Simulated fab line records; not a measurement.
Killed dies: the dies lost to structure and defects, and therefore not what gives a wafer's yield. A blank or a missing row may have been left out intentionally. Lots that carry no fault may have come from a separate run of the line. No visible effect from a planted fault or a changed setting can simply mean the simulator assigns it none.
Struck lot and sound lot, side by side	flow n5Finfet	41 steps out of a route of 1938
Sound: wafers L466.2, L466.3, L466.6. Wafers L457.2, L457.4, L457.5 were the ones struck. The cause is given at the end.
Order at every step that has rows: each side's tool, ch and its chambers, its first start. Under that, the readings that differ: sound wafers	struck wafers	difference of the means	sigmas: that difference in standard deviations of wafers without a fault.
alike: readings whose means differ by less than 2 such deviations, and words and numbers that are the same on both sides. not compared: withheld readings, readings that some wafer has no value for, bounds like >300 that may hide the same value, and numbers for which the record gives no deviation and whose values overlap.
A row with sigmas, a row that says differs or no value, or rows on one side alone: a step with any of these is where the two part. Numbers that don't overlap but have no deviation are shown without sigmas and don't part them. Lack of a reading on every wafer of one side parts them only where that side has two or more wafers.

first, 12 steps without rows for these wafers: N5_HKMG_FIN_STRIP_34 (strips in CF4); N5_HKMG_FIN_ETCH_35 (etches SOC in N2/H2, target depth 215.8 nm, time 243.4 s); N5_HKMG_FIN_STRIP_92 (strips SOC in N2/H2, time 20 s); N5_HKMG_FIN_WET_ETCH_18 (etches TiN in SC1, time 55 s, target depth 5.2 nm, rinse time 30 s); N5_HKMG_FIN_STRIP_19 (strips in N2/H2, time 360 s); N5_HKMG_FIN_ALD_91 (deposits TiN, target thk 1 nm, pulse time 1 s, purge time 3 s); N5_HKMG_FIN_COAT_85 (time 60 s, resist thk 300 nm); N5_HKMG_FIN_ETCH_86 (etches SOC in N2/H2, stops on TiN, target depth 393.2 nm); N5_HKMG_FIN_STRIP_89 (strips SOC in N2/H2, time 20 s); N5_HKMG_FIN_WET_ETCH_87 (etches TiN in SC1, time 154.2 s, target depth 4.7 nm, rinse time 30 s); N5_HKMG_FIN_STRIP_88 (strips in N2/H2, time 360 s); N5_HKMG_FIN_NWFM_ALD_20 (deposits TiAlC, target thk 2 nm, pulse time 3 s, purge time 2 s).
N5_HKMG_FIN_ALD_71: deposits TiN, target thk 1 nm, pulse time 1 s, purge time 3 s.
  sound on aldMetal-04 ch 1,2,3, day 10 02:34; struck on aldMetal-02 ch 2,3, day 7 13:19
  no value came back on the struck wafers for any of 5 readings (aldCycles, chamberPressureTorr (Torr) and others); on the sound wafers aldCycles reads 47 47 47
then, 26 steps without rows for these wafers: N5_HKMG_FIN_COAT_66 (time 60 s, resist thk 300 nm); N5_HKMG_FIN_ETCH_67 (etches SOC in N2/H2, stops on TiN, target depth 388.9 nm); N5_HKMG_FIN_STRIP_90 (strips SOC in N2/H2, time 20 s); N5_HKMG_FIN_WET_ETCH_73 (etches the open film in SC1, time 42.3 s, target depth 1.3 nm, rinse time 30 s); N5_HKMG_FIN_ETCHBACK_68 (etches the open film in Cl2/Ar, stops on HfO2, target depth 0.5 nm); N5_HKMG_FIN_STRIP_69 (strips in N2/H2, time 360 s); N5_HKMG_FIN_ALD_21 (deposits TiN, target thk 1.5 nm, pulse time 1 s, purge time 3 s); N5_HKMG_FIN_ALD_72 (deposits W, target thk 2 nm, pulse time 1 s, purge time 2 s); N5_HKMG_FIN_W_FILL_22 (material W, target thk 60 nm, time 18.2 s); N5_HKMG_FIN_PRECLEAN_83 (cleans in DIW, time 57.5 s); N5_HKMG_FIN_SRD_84 (dry time 32 s); N5_HKMG_FIN_CMP_23 (polishes, stops on SiNx, t overpolish 10 s, target thk 46.326 nm); N5_HKMG_FIN_CMP_94 (polishes, stops on SiNx, t overpolish 4.7 s, target thk 43.299 nm); N5_GATE_CUT_ETCHBACK_00 (etches W in SF6/Cl2); N5_GATE_CUT_ETCH_56 (etches TiN in Cl2/Ar, target depth 21.6 nm); N5_GATE_CUT_ETCHBACK_30 (etches TiN in Cl2/Ar, target depth 3 nm); N5_GATE_CUT_VAPOR_ETCH_60 (etches HfO2 in BCl3/Cl2); N5_GATE_CUT_ETCH_58 (etches SiNx in CH3F/O2, target depth 17 nm, time 128.6 s); N5_GATE_CUT_STRIP_59 (strips in N2/H2, time 20 s); N5_GATE_CUT_PRECLEAN_31 (cleans in DIW, time 300 s); N5_GATE_CUT_SRD_32 (time 30 s); N5_GATE_CUT_SAC_CAP_01 (material SiNx, target thk 24 nm, pulse time 1 s, ald cycles 480); N5_GATE_CUT_PECVD_57 (deposits SiNx from SiH4/NH3/N2, target thk 21 nm); N5_GATE_CUT_CMP_02 (polishes, stops on SiO2, t overpolish 12.7 s, target thk 0 nm); N5_GATE_CUT_HM_DEP_46 (deposits SiO2 from TEOS/O2, target thk 130 nm, time 26.6 s); N5_GATE_CUT_COAT_34 (time 60 s, resist thk 60 nm).
-- a jump in the record: the struck wafers' starts before and after are 4 days apart (it breaks off in module GATE_CUT and resumes in module BEOL_M4, where the first step shown is number 1111 of the route) --
N5_BEOL_M4_RC_MEAS_101:
  sound on prober-01 ch 0, day 13 20:19; struck on prober-02 ch 0, day 11 01:29
reading	sound	struck	difference	sigmas
IOFF_N (nA/um)	0.164 0.132 0.148	0.025 0.029 0.023	-0.122	-5
IOFF_N_85C (nA/um)	3.2 2.6 2.9	0.7 0.8 0.6	-2.2	-5
IOFF_N_LIN (nA/um)	0.075 0.063 0.068	0.012 0.013 0.011	-0.057	-6
IOFF_N_LONG (nA/um)	5.2e-05 5.3e-05 5.2e-05	2.2e-05 2.3e-05 2.3e-05	-3.0e-05	-8
IOFF_P (nA/um)	0.22 0.17 0.20	0.30 0.33 0.27	+0.10	+3
IOFF_P_85C (nA/um)	3.8 3.2 3.5	4.9 5.2 4.4	+1.3	+3
IOFF_P_LIN (nA/um)	0.099 0.087 0.094	0.142 0.149 0.130	+0.047	+4
IOFF_P_LONG (nA/um)	9.6e-05 0.0001 0.0001	0.00014 0.000139 0.000141	+0.00004	+4
ION_N (uA/um)	682 670 674	559 567 554	-115	-12
VT_N (mV)	249 252 252	301 298 303	+50	+15
VT_N_LONG (mV)	274.8 275.0 278.8	329.4 329.0 325.0	+51.6	+22
VT_N_LVT (mV)	100 101 100	155 152 157	+54	+17
VT_P (mV)	-254 -253 -251	-239 -240 -243	+12	+3
VT_P_LONG (mV)	-277 -278 -277	-265 -261 -262	+15	+4
VT_P_LVT (mV)	-100 -101 -101	-92 -91 -95	+8	+2
  alike: DIBL_N, DIBL_P, ION_P, SS_N, SS_P
-- the record jumps here: 5 days lie between the struck wafers' starts before and after (it left off in module BEOL_M4 and takes up again in module PASSIVATION, whose first step shown is number 1936 of the route) --
N5_PASSIVATION_PROBE_49:
  sound: prober-01 at day 18 00:28; struck: prober-02 at day 15 14:30
reading	sound	struck	difference	sigmas
sort_bin_8_speed (%)	0 0 0	91.36 92.29 93.05	+92.23	+99 or more
sortNPass	1067 1053 1089	0 0 0	-1070	-67
sortYieldPct (%)	90.4 89.2 92.3	0 0 0	-91	-70
  alike: defectLimitedYield, killed_at_M0_to_M3, killed_at_M4_up, killedAtContacts, killedAtFrontEnd, killedAtOther, killedDies, killedOpen, killedShort, sort_bin_4_leakage, sort_bin_5_function, sort_bin_6_memory

== WHERE THEY PART ==
Earliest at N5_HKMG_FIN_ALD_71; latest, in this record, at N5_PASSIVATION_PROBE_49.

WHY: what the simulator had put in
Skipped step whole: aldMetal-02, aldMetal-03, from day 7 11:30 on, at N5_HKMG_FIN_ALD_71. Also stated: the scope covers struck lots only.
